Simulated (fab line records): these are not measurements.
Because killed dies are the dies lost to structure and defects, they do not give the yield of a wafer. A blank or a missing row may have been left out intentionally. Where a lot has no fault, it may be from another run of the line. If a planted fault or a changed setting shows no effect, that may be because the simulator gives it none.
Chamber matching ; flow nand harc ; pecvd-03 running NHARC_A_STAIRCASE_DEP_322: 3 sister chambers
The step deposits SiO2, target thk 3800 nm. 6 wafers are shown with their chamber, then 11 later ones without.

WAFERS PAIRED WITH THEIR CHAMBERS
wafer;chamber;mfc precursor sccm (sccm);heater power w (W)
L079.3;0;200.1;777
L087.5;1;199.0;665
L088.1;0;199.3;795
L088.2;1;200.1;806
L088.6;2;199.8;619
L090.1;2;200.1;718

WAFERS MISSING THEIR CHAMBER
wafer;mfc precursor sccm (sccm);heater power w (W)
L090.3;199.5;733
L090.6;199.2;653
L091.3;200.5;669
L091.4;199.9;605
L091.5;200.2;628
L092.2;198.9;706
L092.3;199.3;759
L092.5;199.4;604
L096.3;199.4;759
L096.5;200.9;617
L096.6;199.8;647

WHICH CHAMBER EACH ONE RAN IN
wafer;from the rows above;in truth
L090.3;can't be placed: 1 or 0 or 2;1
L090.6;can't be placed: 1 or 2 or 0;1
L091.3;can't be placed: 2 or 1 or 0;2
L091.4;can't be placed: 2 or 1 or 0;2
L091.5;can't be placed: 2 or 1 or 0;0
L092.2;can't be placed: 1 or 0 or 2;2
L092.3;can't be placed: 1 or 0 or 2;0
L092.5;can't be placed: 2 or 1 or 0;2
L096.3;can't be placed: 1 or 0 or 2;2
L096.5;can't be placed: 2 or 1 or 0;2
L096.6;can't be placed: 2 or 1 or 0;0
0 of 11 placed correctly. Not placeable from these rows: 11 (in 11, the candidates include the true chamber). 0 placed wrongly.
How it was worked out, from the rows above alone: a wafer's distance from a chamber is the root of the sum, over the readings, of the square of ((its reading less the chamber's mean) divided by the reading's scatter). The wafer belongs to the nearest chamber; if the next one is less than 2 further off, it can't be placed. A chamber's mean is the mean of its shown wafers. The scatter is the square root of a quotient: the sum, over the shown wafers, of each reading's squared deviation from its chamber's mean, divided by wafers minus chambers.
